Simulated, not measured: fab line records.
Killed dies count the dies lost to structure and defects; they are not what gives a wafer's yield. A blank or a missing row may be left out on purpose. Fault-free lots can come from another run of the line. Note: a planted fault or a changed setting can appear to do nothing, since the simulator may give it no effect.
Which of the tools did it? || flow nand harc || 12 lots, 36 wafers sampled, at 5 steps of a route of 1302

WHAT EACH GAUGE READ, for each wafer
NHARC_END_SORT_01. Usual: killed at array 56, standard deviation 19; killed at other 0.6, standard deviation 1; killed at periphery 3.9, standard deviation 2.7; killed dies 61, standard deviation 19; killed open 3.3, standard deviation 1.9; killed short 2.4, standard deviation 1.7.
{"lot": "L453", "measured": "day 31 23:44", "on": "prober-01", "killed at array": "62 672 672", "killed at other": "1 1 0", "killed at periphery": "8 4 5", "killed dies": "71 677 677", "killed open": "5 2 5", "killed short": "3 3 0", "flag": "OFF"}
{"lot": "L458", "measured": "day 33 04:50", "on": "prober-02", "killed at array": "69 75 668", "killed at other": "0 0 0", "killed at periphery": "6 0 9", "killed dies": "75 75 677", "killed open": "2 2 3", "killed short": "7 6 1", "flag": "OFF"}

WHICH TOOL RAN EACH LOT (tool, then ch and the chambers of the sampled wafers, then the start)
{"lot": "L435", "NHARC_A_CONTACT_ETCH_118": "har cap etch-01 ch 0,1, day 21 15:23", "NHARC_A_CONTACT_ETCH_119": "har cap etch-01 ch 0,1, day 21 15:34", "NHARC_A_CONTACT_ETCH_120": "har cap etch-01 ch 0,1, day 21 15:44", "NHARC_A_CONTACT_ETCH_102": "rie diel-04 ch 1,2,3, day 21 17:49"}
{"lot": "L437", "NHARC_A_CONTACT_ETCH_118": "har cap etch-03 ch 0,1, day 22 09:30", "NHARC_A_CONTACT_ETCH_119": "har cap etch-03 ch 0,1, day 22 09:40", "NHARC_A_CONTACT_ETCH_120": "har cap etch-03 ch 0,1, day 22 09:50", "NHARC_A_CONTACT_ETCH_102": "rie diel-04 ch 1,2, day 22 12:03"}
{"lot": "L438", "NHARC_A_CONTACT_ETCH_118": "har cap etch-02 ch 0,1, day 22 12:23", "NHARC_A_CONTACT_ETCH_119": "har cap etch-02 ch 0,1, day 22 12:34", "NHARC_A_CONTACT_ETCH_120": "har cap etch-02 ch 0,1, day 22 12:44", "NHARC_A_CONTACT_ETCH_102": "rie diel-04 ch 0,2, day 22 14:48"}
{"lot": "L440", "NHARC_A_CONTACT_ETCH_118": "har cap etch-01 ch 0,1, day 23 18:26", "NHARC_A_CONTACT_ETCH_119": "har cap etch-01 ch 0,1, day 23 18:40", "NHARC_A_CONTACT_ETCH_120": "har cap etch-01 ch 0,1, day 23 18:53", "NHARC_A_CONTACT_ETCH_102": "rie diel-04 ch 0,2, day 23 21:11"}
{"lot": "L443", "NHARC_A_CONTACT_ETCH_118": "har cap etch-01 ch 0,1, day 24 21:42", "NHARC_A_CONTACT_ETCH_119": "har cap etch-01 ch 0,1, day 24 21:52", "NHARC_A_CONTACT_ETCH_120": "har cap etch-01 ch 0,1, day 24 22:02", "NHARC_A_CONTACT_ETCH_102": "rie diel-04 ch 1,2, day 24 23:59"}
{"lot": "L448", "NHARC_A_CONTACT_ETCH_118": "har cap etch-02 ch 0,1, day 26 16:13", "NHARC_A_CONTACT_ETCH_119": "har cap etch-02 ch 0,1, day 26 16:23", "NHARC_A_CONTACT_ETCH_120": "har cap etch-02 ch 0,1, day 26 16:34", "NHARC_A_CONTACT_ETCH_102": "rie diel-08 ch 1,2,3, day 26 18:33"}
{"lot": "L446", "NHARC_A_CONTACT_ETCH_118": "har cap etch-03 ch 0,1, day 26 17:34", "NHARC_A_CONTACT_ETCH_119": "har cap etch-03 ch 0,1, day 26 17:44", "NHARC_A_CONTACT_ETCH_120": "har cap etch-03 ch 0,1, day 26 17:55", "NHARC_A_CONTACT_ETCH_102": "rie diel-04 ch 0,2, day 26 19:55"}
{"lot": "L447", "NHARC_A_CONTACT_ETCH_118": "har cap etch-02 ch 0,1, day 27 02:55", "NHARC_A_CONTACT_ETCH_119": "har cap etch-02 ch 0,1, day 27 03:05", "NHARC_A_CONTACT_ETCH_120": "har cap etch-02 ch 0,1, day 27 03:16", "NHARC_A_CONTACT_ETCH_102": "rie diel-04 ch 0,1,3, day 27 05:13"}
{"lot": "L453", "NHARC_A_CONTACT_ETCH_118": "har cap etch-02 ch 0,1, day 29 02:04", "NHARC_A_CONTACT_ETCH_119": "har cap etch-02 ch 0,1, day 29 02:14", "NHARC_A_CONTACT_ETCH_120": "har cap etch-02 ch 0,1, day 29 02:24", "NHARC_A_CONTACT_ETCH_102": "rie diel-04 ch 1,2, day 29 04:29"}
{"lot": "L455", "NHARC_A_CONTACT_ETCH_118": "har cap etch-02 ch 0,1, day 29 19:48", "NHARC_A_CONTACT_ETCH_119": "har cap etch-02 ch 0,1, day 29 19:58", "NHARC_A_CONTACT_ETCH_120": "har cap etch-02 ch 0,1, day 29 20:08", "NHARC_A_CONTACT_ETCH_102": "rie diel-10 ch 0,1,3, day 29 22:14"}
{"lot": "L458", "NHARC_A_CONTACT_ETCH_118": "har cap etch-01 ch 0,1, day 30 03:41", "NHARC_A_CONTACT_ETCH_119": "har cap etch-01 ch 0,1, day 30 03:52", "NHARC_A_CONTACT_ETCH_120": "har cap etch-01 ch 0,1, day 30 04:02", "NHARC_A_CONTACT_ETCH_102": "rie diel-04 ch 0,1,2, day 30 06:01"}
{"lot": "L457", "NHARC_A_CONTACT_ETCH_118": "har cap etch-01 ch 0,1, day 30 10:15", "NHARC_A_CONTACT_ETCH_119": "har cap etch-01 ch 0,1, day 30 10:25", "NHARC_A_CONTACT_ETCH_120": "har cap etch-01 ch 0,1, day 30 10:36", "NHARC_A_CONTACT_ETCH_102": "rie diel-08 ch 0,2, day 30 12:35"}
- NHARC_A_CONTACT_ETCH_118: etches the open film in C4F8/O2/Ar, time 190 s, target depth 1850 nm.
- NHARC_A_CONTACT_ETCH_119: etches the open film in C4F8/O2/Ar, time 190 s, target depth 1850 nm.
- NHARC_A_CONTACT_ETCH_120: etches the open film in C4F8/O2/Ar, time 190 s, target depth 1850 nm.
- NHARC_A_CONTACT_ETCH_102: etches the open film in CF4/O2, target depth 100 nm, overetch 10 nm, time 55 s.

AS READ BY THE TOOLS THEMSELVES (means over the sampled wafers that have a number; for cases with no such wafer, the mark the record gives instead)
NHARC_A_CONTACT_ETCH_102. Usual: drypump motor current A 5.7 A, standard deviation 0.51; oes_o_777_au 1.001 a.u., standard deviation 0.0043; oes product au 0.999 a.u., standard deviation 0.013; rf fwd power W 296.6 W, standard deviation 1.4; rf vpp V 197.9 V, standard deviation 1.4; run length s 76.2 s, standard deviation 0.55; showerhead plenum p Torr 1.34 Torr, standard deviation 0.056; throttle valve pct 13.398 %, standard deviation 0.0098.
{"lot": "L435", "tool": "rie diel-04", "drypump motor current A (A)": 5.6, "oes_o_777_au (a.u.)": 1.001, "oes product au (a.u.)": 0.994, "rf fwd power W (W)": 296.9, "rf vpp V (V)": 196.6, "run length s (s)": 76.0, "showerhead plenum p Torr (Torr)": 1.30, "throttle valve pct (%)": 13.398, "flag": ""}
{"lot": "L437", "tool": "rie diel-04", "drypump motor current A (A)": 5.8, "oes_o_777_au (a.u.)": 0.995, "oes product au (a.u.)": 1.005, "rf fwd power W (W)": 295.8, "rf vpp V (V)": 198.1, "run length s (s)": 75.7, "showerhead plenum p Torr (Torr)": 1.33, "throttle valve pct (%)": 13.400, "flag": ""}
{"lot": "L438", "tool": "rie diel-04", "drypump motor current A (A)": 6.1, "oes_o_777_au (a.u.)": 0.999, "oes product au (a.u.)": 1.000, "rf fwd power W (W)": 295.0, "rf vpp V (V)": 197.9, "run length s (s)": 76.1, "showerhead plenum p Torr (Torr)": 1.36, "throttle valve pct (%)": 13.396, "flag": ""}
{"lot": "L440", "tool": "rie diel-04", "drypump motor current A (A)": 6.1, "oes_o_777_au (a.u.)": 0.998, "oes product au (a.u.)": 0.996, "rf fwd power W (W)": 295.3, "rf vpp V (V)": 197.8, "run length s (s)": 76.3, "showerhead plenum p Torr (Torr)": 1.36, "throttle valve pct (%)": 13.405, "flag": ""}
{"lot": "L443", "tool": "rie diel-04", "drypump motor current A (A)": 6.0, "oes_o_777_au (a.u.)": 1.002, "oes product au (a.u.)": 0.993, "rf fwd power W (W)": 295.8, "rf vpp V (V)": 197.2, "run length s (s)": 75.7, "showerhead plenum p Torr (Torr)": 1.30, "throttle valve pct (%)": 13.401, "flag": ""}
{"lot": "L448", "tool": "rie diel-08", "drypump motor current A (A)": 5.6, "oes_o_777_au (a.u.)": 1.000, "oes product au (a.u.)": 0.998, "rf fwd power W (W)": 297.9, "rf vpp V (V)": 198.5, "run length s (s)": 76.0, "showerhead plenum p Torr (Torr)": 1.34, "throttle valve pct (%)": 13.404, "flag": ""}
{"lot": "L446", "tool": "rie diel-04", "drypump motor current A (A)": 6.2, "oes_o_777_au (a.u.)": 0.998, "oes product au (a.u.)": 0.992, "rf fwd power W (W)": 296.1, "rf vpp V (V)": 197.4, "run length s (s)": 75.8, "showerhead plenum p Torr (Torr)": 1.32, "throttle valve pct (%)": 13.404, "flag": ""}
{"lot": "L447", "tool": "rie diel-04", "drypump motor current A (A)": 5.5, "oes_o_777_au (a.u.)": 1.000, "oes product au (a.u.)": 0.993, "rf fwd power W (W)": 296.2, "rf vpp V (V)": 197.4, "run length s (s)": 76.4, "showerhead plenum p Torr (Torr)": 1.33, "throttle valve pct (%)": 13.390, "flag": ""}
{"lot": "L453", "tool": "rie diel-04", "drypump motor current A (A)": 5.8, "oes_o_777_au (a.u.)": 0.999, "oes product au (a.u.)": 0.997, "rf fwd power W (W)": 296.3, "rf vpp V (V)": 197.4, "run length s (s)": 70.6, "showerhead plenum p Torr (Torr)": 1.32, "throttle valve pct (%)": 13.392, "flag": "OFF"}
{"lot": "L455", "tool": "rie diel-10", "drypump motor current A (A)": 5.4, "oes_o_777_au (a.u.)": 1.005, "oes product au (a.u.)": 0.992, "rf fwd power W (W)": 296.7, "rf vpp V (V)": 199.8, "run length s (s)": 76.4, "showerhead plenum p Torr (Torr)": 1.38, "throttle valve pct (%)": 13.395, "flag": ""}
{"lot": "L458", "tool": "rie diel-04", "drypump motor current A (A)": 6.0, "oes_o_777_au (a.u.)": 0.999, "oes product au (a.u.)": 0.994, "rf fwd power W (W)": 295.2, "rf vpp V (V)": 198.4, "run length s (s)": 73.3, "showerhead plenum p Torr (Torr)": 1.34, "throttle valve pct (%)": 13.391, "flag": "OFF"}
{"lot": "L457", "tool": "rie diel-08", "drypump motor current A (A)": 6.2, "oes_o_777_au (a.u.)": 1.000, "oes product au (a.u.)": 1.023, "rf fwd power W (W)": 296.4, "rf vpp V (V)": 199.0, "run length s (s)": 75.8, "showerhead plenum p Torr (Torr)": 1.35, "throttle valve pct (%)": 13.401, "flag": ""}

THE ANSWER, worked out from the rows above alone
Rule: lot off if the mean of its wafers having a number is beyond 3 standard deviations from the usual mean. Also off: a lot with no number at a reading for which 4 or more lots have one. The other lots that the step has rows for count as sound. The gauges are gone through in route order, then the tools' own readings, and for those a lot's mean is taken as printed above. The first step at which some lot is off is used, and at that step the reading that is off furthest; a lot without a number counts as furthest.
Off: L453, L458, at NHARC_END_SORT_01 (killed dies). Neither off nor sound, because the step has no rows for them: L435, L437, L438, L440, L443, L448, L446, L447, L455, L457.
If a tool, at a process step before that reading, ran all the lots that are off and no sound lot after the first of them, it fits. Not tried: the gauges at NHARC_END_SORT_01; whatever is off there is also off at NHARC_A_CONTACT_ETCH_102, on other tools, and gauge error can't account for it. One fits: rie diel-04 at NHARC_A_CONTACT_ETCH_102. It ran no sound lot before its first lot that is off in this sample, so the start can't be narrowed down.

WHAT WAS PUT IN BY THE SIMULATOR
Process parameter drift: rie diel-04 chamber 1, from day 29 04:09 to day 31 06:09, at NHARC_A_CONTACT_ETCH_102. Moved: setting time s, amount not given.
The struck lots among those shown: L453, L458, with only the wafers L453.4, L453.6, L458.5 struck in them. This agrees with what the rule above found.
